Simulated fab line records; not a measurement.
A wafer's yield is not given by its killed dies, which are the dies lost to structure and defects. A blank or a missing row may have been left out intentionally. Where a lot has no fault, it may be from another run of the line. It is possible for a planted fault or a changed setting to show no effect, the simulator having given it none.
Chamber matching ; flow nand harc ; NHARC_A_CONTACT_ALD_18 on ald metal-01 has 4 sister chambers
The step deposits TiN, target thk 3 nm, pulse time 1 s, ald cycles 150. 4 wafers are shown with their chamber, then 10 later ones without.

WAFERS WITH THEIR CHAMBER
wafer;chamber;heater power w (W)
L085.3;3;1042
L083.6;1;1081
L087.1;0;1138
L087.2;2;1125

WAFERS WITH NO CHAMBER GIVEN
wafer;heater power w (W)
L087.3;1005
L093.2;1094
L093.4;1186
L093.5;1132
L095.2;1069
L095.5;1153
L095.6;1118
L096.1;1018
L096.3;1178
L096.5;1202

CHAMBER TAKEN BY EACH
wafer;from the rows above;in truth
L087.3;can't be placed: 3 or 1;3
L093.2;can't be placed: 1 or 2 or 0 or 3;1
L093.4;can't be placed: 0 or 2 or 1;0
L093.5;can't be placed: 0 or 2 or 1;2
L095.2;can't be placed: 1 or 3 or 2 or 0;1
L095.5;can't be placed: 0 or 2 or 1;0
L095.6;can't be placed: 2 or 0 or 1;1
L096.1;can't be placed: 3 or 1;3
L096.3;can't be placed: 0 or 2 or 1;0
L096.5;can't be placed: 0 or 2 or 1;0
Correct placement for 0 of the 10. From these rows, 10 cannot be placed; in 10 the true chamber is one of the candidates. Number placed wrongly: 0.
How it was worked out, from the rows above alone: a wafer's distance from a chamber is the root of the sum, over the readings, of the square of ((its reading less the chamber's mean) divided by the reading's scatter). The wafer belongs to the nearest chamber; if the next one is less than 2 further off, it can't be placed. For every chamber, the mean is computed from those of its wafers that are shown. The scatter: with one shown wafer a chamber, the root of the mean of the squares of how far each hidden wafer lies from its nearest shown one.
